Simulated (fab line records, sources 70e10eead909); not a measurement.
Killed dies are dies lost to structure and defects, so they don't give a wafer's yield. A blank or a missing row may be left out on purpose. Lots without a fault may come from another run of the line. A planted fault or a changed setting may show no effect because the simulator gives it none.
fab line records | flow nand_harc
record lots=11 wafers=33 last_day=24
route steps=1159 shown A_M0@1008 A_BONDPAD@1059 END@1159
lots that met no fault: from a run of the same line without faults
start_h: hours from the record's first day to the start of the lot's first wafer shown | wait_h: hours since the lot's step before | " the same as in the row above | L1.1+2: a row that stands for several wafers | - no value, or no start given | * or withheld: withheld | < > ~ a bound
route shown NAME@n: a module of which the file shows steps, and the number in the route of the first | usual: mean/standard deviation of fault-free wafers | same: alike in all rows | chamber/n: place in a boat | sites: the reading at each site | _std_site: their standard deviation | _edge_site: outer sites' mean less inner sites' | radius_mm: how far each site lies from the wafer's centre | mask NAME#n: copy n | behind: the tool/chamber that last shaped the wafer | hold: why the lot was held/for how many hours/how that ended | device: the transistor (n, p or np) that didn't switch | end of line: the same wafers' tests at the end of the route | a step without rows: its recipe alone | killed: dies lost to structure and defects at the first sort, not the wafer's yield | map: a wafer's dies, x killed, . not, _ none there
set.NAME: the setting as run; set.NAME@STEP: as run at that earlier step | model.NAME: the simulator's own value behind a step, which no gauge read
steps of the route over a sample of lots; a table a step, a row a wafer
services: from which hour (start_h, from the record's first day; less than 0 if before it) a tool's chamber was out of use, for how many hours, and why
## steps
# step NHARC_A_M0_ETCH_34
# recipe target_depth_a=400 overetch_a=120 time_s=43.94 ion_energy_ev=200 n2_flow_sccm=150 h2_flow_sccm=150 ar_flow_sccm=0 rf_w=400 bias_w=150 chemistry=N2/H2
# usual drypump_motor_current_A=5.8/0.59 oes_product_au=1.000/0.0077 rf_vpp_V=429.8/2.5 showerhead_plenum_p_Torr=2.01/0.09 throttle_valve_pct=14.172/0.0088
# columns lot.wafer tool chamber start_h wait_h drypump_motor_current_A oes_product_au rf_hours_counter_h rf_vpp_V showerhead_plenum_p_Torr throttle_valve_pct
L309.2 rie_diel-09 2 400.32 0.1 5.0 1.005 11 428.2 1.94 14.187
L309.3 " 1 " " 5.6 0.987 8 428.9 1.94 14.164
L309.6 " 3 " " 6.7 1.006 - 434.6 2.16 14.181
L308.3 rie_diel-09 0 401.96 0.1 5.5 0.998 10 432.8 2.15 14.157
L308.1 " 1 " " 5.6 0.984 8 426.7 1.94 14.174
L308.5 " 2 " " 5.0 0.997 - 428.2 1.94 14.178
L310.2 rie_diel-02 0 406.06 0.1 5.6 0.990 5 431.2 2.04 14.165
L310.1 " 1 " " 5.5 1.001 5 428.9 1.95 14.165
L310.5 " 1 " " 5.5 0.992 - 428.0 1.95 14.172
L311.4 rie_diel-09 2 406.66 0.1 5.0 1.007 12 427.2 1.94 14.168
L311.3 " 3 " " 6.7 1.012 12 433.1 2.16 14.169
L311.5 " 3 " " 6.7 1.014 - 435.0 2.15 14.178
L315.1 rie_diel-05 3 446.18 0.1 6.1 0.995 6 431.6 2.11 14.180
L315.3 " 0 " " 6.4 1.002 6 429.2 1.93 14.173
L315.6 " 0 " " 6.4 1.000 - 426.5 1.93 14.171
L318.2 rie_diel-05 1 462.72 0.1 5.1 0.998 8 428.1 1.93 14.181
L318.3 " 0 " " 6.4 1.001 7 426.8 1.93 14.183
L318.6 " 0 " " 6.4 1.001 - 428.1 1.93 14.172
L319.4 rie_diel-02 0 463.24 0.1 5.6 1.005 10 429.9 2.03 14.158
L319.3 " 1 " " 5.6 0.996 10 428.4 1.95 14.169
L319.1 " 3 " " 5.1 1.001 10 426.8 1.92 14.163
L325.3 rie_diel-02 1 494.00 0.1 5.6 0.994 12 428.7 1.95 14.170
L325.1 " 3 " " 5.1 0.984 12 426.4 1.92 14.159
L325.5 " 3 " " 5.1 0.994 - 427.2 1.92 14.164
L328.1 rie_diel-09 2 505.58 0.1 5.0 1.009 4 428.1 1.94 14.178
L328.3 " 3 " " 6.7 1.009 6 434.5 2.15 14.182
L328.5 " 3 " " 6.7 1.001 - 433.4 2.15 14.162
L331.3 rie_diel-09 0 515.24 0.1 5.4 0.997 6 434.6 2.15 14.166
L331.2 " 1 " " 5.7 0.998 7 428.8 1.93 14.170
L331.1 " 3 " " 6.7 1.014 6 433.0 2.15 14.175
L330.4 rie_diel-09 3 526.94 0.1 6.7 0.995 7 434.2 2.15 14.185
L330.1 " 1 " " 5.6 0.998 7 428.8 1.93 14.167
L330.5 " 0 " " 5.4 0.995 - 433.1 2.15 14.161
# step NHARC_A_M0_PVD_20
# recipe target_thk_a=50 bias_v=168.6 power_w=15000 chamber_pressure_pa=0.12 time_s=8.06 substrate_temp_c=50 material=TaN
# usual chamber_pressure_pa=0.11998/0.00026 throttle_valve_pct=30.0/0.91
# columns lot.wafer tool chamber start_h wait_h chamber_pressure_pa throttle_valve_pct
L309.3 pvd_sputter-03 - - - 0.12012 29.6
L309.2 " - " " 0.12018 30.0
L309.6 " - " " 0.12003 29.9
L308.3 pvd_sputter-02 - - - 0.11975 29.0
L308.1 " - " " 0.1205 29.2
L308.5 " - " " 0.11979 32.2
L310.2 pvd_sputter-02 - - - 0.11969 30.4
L310.1 " - " " 0.1196 32.3
L310.5 " - " " 0.12032 30.3
L311.4 pvd_sputter-03 - - - 0.12006 30.1
L311.3 " - " " 0.1202 29.6
L311.5 " - " " 0.11986 28.8
L315.1 pvd_sputter-03 - - - 0.12007 29.9
L315.3 " - " " 0.11974 28.9
L315.6 " - " " 0.12032 30.0
L318.3 pvd_sputter-01 - - - 0.12016 30.9
L318.2 " - " " 0.11988 29.5
L318.6 " - " " 0.1199 31.2
L319.4 pvd_sputter-01 - - - 0.12016 29.9
L319.1 " - " " 0.1201 29.5
L319.3 " - " " 0.11963 31.1
L325.1 pvd_sputter-01 - - - 0.11984 29.6
L325.3 " - " " 0.12001 29.8
L325.5 " - " " 0.11984 30.9
L328.3 pvd_sputter-02 - - - 0.12013 29.4
L328.1 " - " " 0.11963 29.1
L328.5 " - " " 0.12019 30.2
L331.3 pvd_sputter-03 - - - 0.12029 29.7
L331.1 " - " " 0.11996 29.7
L331.2 " - " " 0.12026 28.6
L330.4 pvd_sputter-01 - - - 0.11986 30.0
L330.1 " - " " 0.11947 30.4
L330.5 " - " " 0.11944 30.2
# step NHARC_A_BONDPAD_DEP_00
# recipe target_thk_a=2500 temp_c=370 target_thk_nm=250 pressure_torr=3 flow_sccm=200 rf_w=450 material=SiCN
# usual heater_power_w=577/100 rf_fwd_power_W=448.6/1.3 showerhead_vpp_V=1335/63
# columns lot.wafer tool chamber start_h wait_h heater_power_w rf_fwd_power_W showerhead_vpp_V
L309.3 pecvd-02 2 408.21 - 657 447.0 1401
L309.2 " 0 " " 420 449.1 1451
L309.6 " 1 " " 469 447.4 1323
L308.3 pecvd-04 0 409.46 - 670 448.6 1383
L308.1 " 2 " " 532 447.8 1211
L308.5 " 2 " " 552 448.0 1219
L310.1 pecvd-02 2 413.37 - 694 448.4 1391
L310.2 " 1 " " 416 446.1 1324
L310.5 " 2 " " 697 447.2 1395
L311.3 pecvd-04 2 414.13 - 570 451.7 1220
L311.4 " 0 " " 648 449.5 1400
L311.5 " 1 " " 608 447.5 1333
L315.3 pecvd-04 0 454.03 - 646 448.5 1384
L315.1 " 1 " " 535 446.3 1323
L315.6 " 2 " " 512 448.8 1209
L318.3 pecvd-04 0 470.12 - 702 446.8 1391
L318.2 " 1 " " 598 447.5 1327
L318.6 " 2 " " 513 448.3 1203
L319.3 pecvd-04 0 470.68 - 728 267.4 1050
L319.1 " 1 " " 644 267.8 1033
L319.4 " 2 " " 637 269.1 931
L325.3 pecvd-04 1 501.34 - 630 269.6 1033
L325.1 " 0 " " 769 266.9 1069
L325.5 " 1 " " 651 270.6 1051
L328.3 pecvd-03 2 513.03 - 537 449.6 1342
L328.1 " 0 " " 538 449.4 1322
L328.5 " 1 " " 704 447.4 1351
L331.1 pecvd-03 0 523.42 - 464 446.0 1301
L331.3 " 1 " " 789 449.7 1328
L331.2 " 2 " " 610 447.9 1368
L330.1 pecvd-02 2 534.19 - 655 449.6 1408
L330.5 " 0 " " 448 449.2 1439
L330.4 " 1 " " 477 449.5 1328
# step NHARC_A_BONDPAD_DESCUM_11
# recipe time_s=3 o2_flow_sccm=200 ar_flow_sccm=0 bias_power_w=0 chemistry=O2
# usual drypump_motor_current_A=5.63/0.18 oes_product_au=1.000/0.0073 rf_vpp_V=57.9/0.88 showerhead_plenum_p_Torr=1.96/0.072 throttle_valve_pct=11.312/0.0085
# columns lot.wafer tool chamber start_h wait_h drypump_motor_current_A oes_product_au rf_hours_counter_h rf_vpp_V showerhead_plenum_p_Torr throttle_valve_pct
L309.3 rie_diel-03 1 409.69 - 5.42 1.005 0 57.2 2.01 11.305
L309.2 " 2 " " 5.74 1.005 0 58.0 2.03 11.321
L309.6 " 3 " " 5.49 1.000 - 57.6 1.93 11.320
L308.3 rie_diel-03 2 410.96 - 5.73 1.008 1 58.5 2.03 11.302
L308.1 " 0 " " 5.47 0.991 1 58.2 2.01 11.313
L308.5 " 3 " " 5.49 0.995 - 57.5 1.92 11.297
L310.1 rie_diel-07 0 419.33 - 5.84 1.000 0 57.2 1.83 11.308
L310.2 " 1 " " 5.87 1.000 0 57.6 1.81 11.325
L310.5 " 3 " " 5.55 0.991 - 57.5 1.93 11.300
L311.3 rie_diel-03 3 419.47 - 5.52 1.001 1 58.4 1.93 11.308
L311.4 " 1 " " 5.45 1.000 1 56.8 2.01 11.312
L311.5 " 3 " " 5.51 0.998 - 57.4 1.93 11.280
L315.3 rie_diel-07 3 455.44 - 5.55 0.990 10 57.8 1.93 11.318
L315.1 " 0 " " 5.84 1.003 9 58.8 1.82 11.312
L315.6 " 1 " " 5.86 1.009 - 57.6 1.81 11.318
L318.3 rie_diel-03 3 471.39 - 5.50 1.008 3 56.9 1.92 11.316
L318.2 " 0 " " 5.47 0.996 3 59.1 2.01 11.327
L318.6 " 3 " " 5.48 0.992 - 57.4 1.92 11.303
L319.1 rie_diel-03 2 472.07 - 5.74 1.016 3 58.8 2.03 11.317
L319.4 " 0 " " 5.45 0.996 3 58.6 2.01 11.317
L319.3 " 1 " " 5.44 1.011 3 58.6 2.01 11.323
L325.3 rie_diel-03 2 502.79 - 5.74 1.003 4 57.2 2.03 11.319
L325.1 " 0 " " 5.48 1.001 4 57.6 2.01 11.313
L325.5 " 2 " " 5.73 1.017 - 57.3 2.03 11.321
L328.3 rie_diel-07 2 514.34 - 5.82 0.988 20 57.7 1.93 11.315
L328.1 " 1 " " 5.87 0.997 19 57.7 1.80 11.306
L328.5 " 2 " " 5.83 0.999 - 58.6 1.93 11.309
L331.1 rie_diel-03 2 524.74 - 5.72 0.999 5 58.2 2.03 11.308
L331.3 " 3 " " 5.49 0.999 5 56.5 1.92 11.314
L331.2 " 0 " " 5.47 0.992 5 57.3 2.01 11.310
L330.4 rie_diel-03 3 535.55 - 5.49 0.993 5 57.0 1.92 11.332
L330.1 " 0 " " 5.49 0.987 5 57.2 2.01 11.300
L330.5 " 1 " " 5.42 0.997 - 57.8 2.01 11.325
# step NHARC_END_SORT_01
# recipe temp_c=25
# usual defect_limited_yield=95.2/1.6 killed_at_array=28/11 killed_at_other=0.8/1.3 killed_at_periphery=3.6/2.5 killed_dies=32/11 killed_open=3.0/1.8 killed_short=2.0/1.5 sort_bin_2_pct=1.5/0.66 sort_bin_3_pct=0.25/0.23 sort_bin_4_pct=3.0/1.1 sort_n_pass=645/11 sort_rim_yield_pct=96.0/2.9 sort_yield_pct=95.2/1.6
# same gross_dies=677 sort_bin_5_pct[%]=0 sort_bin_6_pct[%]=0 sort_bin_7_pct[%]=0 sort_bin_8_pct[%]=0 sort_rim_n_gross=106.00
# columns lot.wafer tool chamber start_h wait_h defect_limited_yield[%] killed_at_array killed_at_other killed_at_periphery killed_dies killed_open killed_short sort_bin_2_pct[%] sort_bin_3_pct[%] sort_bin_4_pct[%] sort_n_pass sort_rim_yield_pct[%] sort_yield_pct[%]
L319.1 prober-01 0 508.69 2.5 93.5 38 1 5 44 2 6 1.8 0.30 4.4 633 96.2 93.5
L319.3 prober-01 0 510.29 3.1 95.6 24 1 5 30 6 0 1.6 0.30 2.5 647 88.7 95.6
L319.4 prober-01 0 511.09 3.4 94.1 34 0 6 40 2 6 2.4 0.30 3.2 637 99.1 94.1
# killed by level:class
L319.1 A_CHANNEL_HOLE_D1:chamber_film_flake=20 P_M0:chamber_film_flake=4 A_STAIRCASE:chamber_film_flake=3 A_CONTACT:chamber_film_flake=3 A_ONON_D1:geometric_particle:short=2 A_CHANNEL_FILL_D1:geometric_particle:short=2 A_ZERO_WELL:chamber_film_flake=2 A_SGD_CUT:geometric_particle:short=1
L319.3 A_CHANNEL_HOLE_D1:chamber_film_flake=8 A_STAIRCASE:chamber_film_flake=6 P_BONDPAD:chamber_film_flake=2 A_ZERO_WELL:chamber_film_flake=2 A_WL_FILL:chamber_film_flake=2 A_CONTACT:chamber_film_flake=2 P_GATE:geometric_particle:open=1 P_M0:geometric_particle:open=1
L319.4 A_CHANNEL_HOLE_D1:chamber_film_flake=17 A_STAIRCASE:chamber_film_flake=6 A_CONTACT:chamber_film_flake=3 A_CHANNEL_HOLE_D1:geometric_particle:short=2 A_CHANNEL_FILL_D1:geometric_particle:short=2 A_WL_FILL:geometric_particle:short=2 P_STI:chamber_film_flake=2 P_M0:chamber_film_flake=2
## services
# columns tool chamber start_h hours kind
rie_diel-02 0 382.63 3.9 repair
pvd_sputter-02 - 392.00 10.0 pm
rie_diel-03 - 392.30 9.0 pm
rie_diel-03 0 392.30 9.0 vent_cycle
rie_diel-03 1 392.30 9.0 vent_cycle
rie_diel-03 2 392.30 9.0 vent_cycle
rie_diel-03 3 392.30 9.0 vent_cycle
rie_diel-07 - 405.20 9.0 pm
rie_diel-09 3 428.29 8.4 repair
rie_diel-09 - 431.13 9.0 pm
rie_diel-02 3 443.73 3.5 repair
rie_diel-07 1 456.38 4.5 repair
pvd_sputter-03 - 458.08 10.0 pm
rie_diel-02 3 464.89 3.5 repair
rie_diel-02 2 465.09 38.5 repair
rie_diel-09 2 467.11 20.8 repair
pecvd-03 - 473.36 13.0 pm
pvd_sputter-02 - 477.55 1.4 repair
rie_diel-02 - 504.70 9.0 pm
pecvd-03 - 505.78 0.6 repair
pvd_sputter-01 - 514.00 10.0 pm
pecvd-02 - 515.46 13.0 pm
rie_diel-05 - 517.60 9.0 pm
rie_diel-03 - 523.65 0.4 repair
## key
first_sign step=NHARC_A_BONDPAD_DEP_00 reading=rf_fwd_power_W direction=down sigmas=99+ usual=* struck=*
effect step=NHARC_A_BONDPAD_DEP_00 reading=showerhead_vpp_V direction=down sigmas=4.9 usual=1335 struck=1028
met_at NHARC_A_BONDPAD_DEP_00
struck_lots L319,L325
not_acting_at NHARC_A_M0_ETCH_34,NHARC_A_M0_PVD_20,NHARC_A_BONDPAD_DESCUM_11
onset_between 470.12 470.68
fault kind=process_parameter_drift tool=pecvd-04 chamber=- onset_h=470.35 steps=NHARC_A_BONDPAD_DEP_00 channel=rf_w offset=* shape=step end_h=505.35 acts_in=* stated=*
